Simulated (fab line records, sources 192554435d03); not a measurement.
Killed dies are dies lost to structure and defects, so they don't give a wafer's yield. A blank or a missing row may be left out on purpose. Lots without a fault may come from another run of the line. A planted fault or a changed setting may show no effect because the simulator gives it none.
A struck lot beside a sound one | flow n5_finfet | 38 steps out of a route of 1938
Sound: wafers L260.2, L260.3, L260.6. Struck: wafer L258.6. (L258.1, L258.3 of the same lot were not struck and are left out.) The cause comes at the end.
At each step with rows: each side's tool, then ch and its chambers, then its first start. Under that, the readings that differ: sound wafers | struck wafers | difference of the means | sigmas: that difference in standard deviations of wafers without a fault.
alike: readings whose means differ by less than 2 such deviations, and words and numbers that are the same on both sides. not compared: withheld readings, readings that some wafer has no value for, bounds like >300 that may hide the same value, and numbers for which the record gives no deviation and whose values overlap.
The two part at a step that has a row with sigmas, a row that says differs or no value, or rows on one side only. Numbers that don't overlap but have no deviation are shown without sigmas and don't part them. A reading that every wafer of one side lacks parts them only if that side has two wafers or more.

first, 9 steps without rows for these wafers: N5_BEOL_M4_ANNEAL_95 (time 240 s); N5_BEOL_M4_SPUTTER_96 (material Cu, target thk 4.5 nm, time 8.29 s); N5_BEOL_M4_ECD_50 (material Cu, target thk 300 nm); N5_BEOL_M4_ANNEAL_51 (time 90 s); N5_BEOL_M4_CMP_52 (polishes, stops on SiOC, t overpolish 6.8 s, target thk 40 nm); N5_BEOL_M4_PRE_CLEAN_60 (time 15 s); N5_BEOL_M4_CO_CAP_55 (material Co, precursor CCTBA/H2, target thk 2 nm, time 102.1 s); N5_BEOL_M4_PRE_CLEAN_56 (time 15 s); N5_BEOL_M4_DEP_57 (deposits SiCN from 3MS/NH3, target thk 8 nm, time 14 s).
N5_BEOL_M4_RC_MEAS_101:
  sound on prober-02 ch 0, day 13 19:50; struck on prober-01 ch 0, day 12 20:19
  reading       | sound          | struck | difference | sigmas
  SS_N (mV/dec) | 70.7 71.4 70.4 | 72.2   | +1.4       | +2
  alike: DIBL_N, DIBL_P, IOFF_N, IOFF_P, ION_N, ION_P, SS_P, VT_N, VT_P
then, 24 steps without rows for these wafers: N5_BEOL_M5_ILD_DEP_00 (deposits SiCOH lowk from DEMS/porogen, target thk 140.64 nm, time 25.9 s); N5_BEOL_M5_CURE_79 (cures SiCOH lowk, time 240 s); N5_BEOL_M5_PECVD_70 (deposits SiO2 from TEOS/O2, target thk 16 nm, time 18 s); N5_BEOL_M5_HM_DEP_02 (deposits TiN, target thk 20 nm); N5_BEOL_M5_COAT_59 (time 60 s, resist thk 60 nm); N5_BEOL_M5_COAT_60 (time 60 s, resist thk 12 nm); N5_BEOL_M5_COAT_71 (time 60 s, resist thk 5 nm); N5_BEOL_M5_COAT_05 (resist thk 30 nm); N5_BEOL_M5_EBR_07; N5_BEOL_M5_SOFTBAKE_06 (time 60 s); N5_BEOL_M5_EXPOSE_08 (exposes mask M5, target cd 28 nm); N5_BEOL_M5_PEB_09 (peb time 60 s); N5_BEOL_M5_DEVELOP_10 (develop time 30 s); N5_BEOL_M5_DESCUM_16 (chemistry O2, time 7 s); N5_BEOL_M5_ETCH_72 (etches underlayer in N2/H2, target depth 6.5 nm, time 5.2 s); N5_BEOL_M5_ETCH_61 (etches SiARC in CF4, target depth 15.6 nm, time 26 s); N5_BEOL_M5_ETCH_62 (etches SOC in N2/H2, target depth 75 nm, overetch 15 nm, time 112.5 s); N5_BEOL_M5_STRIP_63 (strips in N2/H2); N5_BEOL_M5_STRIP_73 (strips in N2/H2); N5_BEOL_M5_STRIP_64 (strips in CF4); N5_BEOL_M5_HM_OPEN_17 (chemistry Cl2/BCl3, target TiN, target depth 20 nm, overetch 6 nm); N5_BEOL_M5_STRIP_19 (strips in O2); N5_BEOL_M5_COAT_65 (time 60 s, resist thk 60 nm); N5_BEOL_M5_COAT_66 (time 60 s, resist thk 12 nm).
-- the record jumps here: 2 days lie between the struck wafers' starts before and after (it left off in module BEOL_M5 and takes up again in module BEOL_M10, whose first step shown is number 1470 of the route) --
N5_BEOL_M10_ILD_DEP_00: deposits SiCOH lowk from DEMS/porogen, target thk 308.51 nm, time 58 s.
  sound on pecvd-03 ch 0,1, day 16 05:14; struck on pecvd-04 ch 2, day 15 02:48
  reading                                             | sound             | struck | difference | sigmas
  run_length_s (s)                                    | 101.0 101.5 101.5 | 118.3  | +17.0      | +25
  model.SiCOH_lowk_of_BEOL_M10_ILD_DEP_00.thk_nm (nm) | 302.6 308.2 310.8 | 400    | +93        |
  alike: heater_power_w, showerhead_plenum_p_Torr, throttle_valve_pct
N5_BEOL_M10_THK_MEAS_01:
  sound on film_metro-01, day 16 05:50; struck on film_metro-01, day 15 03:54
  reading          | sound       | struck | difference | sigmas
  M10_ILD_THK (nm) | 263 268 270 | 349    | +82        | +25
N5_BEOL_M10_CMP_52: polishes, stops on SiCOH lowk, t overpolish 7 s, target thk 140 nm.
  sound on cmp-04 ch 2,3, day 16 12:47; struck on cmp-01 ch 2, day 15 11:14
  reading                                             | sound           | struck | difference | sigmas
  model.SiCOH_lowk_of_BEOL_M10_ILD_DEP_00.thk_nm (nm) | 259.8 264.6 267 | 346.2  | +82.4      |
  alike: head_pressure_psi, motor_current_A
-- the record jumps here: 2 days lie between the struck wafers' starts before and after (it left off in module BEOL_M10 and takes up again in module PASSIVATION, whose first step shown is number 1936 of the route) --
N5_PASSIVATION_PROBE_49:
  the record has rows for the struck wafers here (prober-01, day 17 16:19) and none for the sound ones

WHERE THEY PART
First at N5_BEOL_M4_RC_MEAS_101; last, within this record, at N5_PASSIVATION_PROBE_49.

WHY: what the simulator had put in
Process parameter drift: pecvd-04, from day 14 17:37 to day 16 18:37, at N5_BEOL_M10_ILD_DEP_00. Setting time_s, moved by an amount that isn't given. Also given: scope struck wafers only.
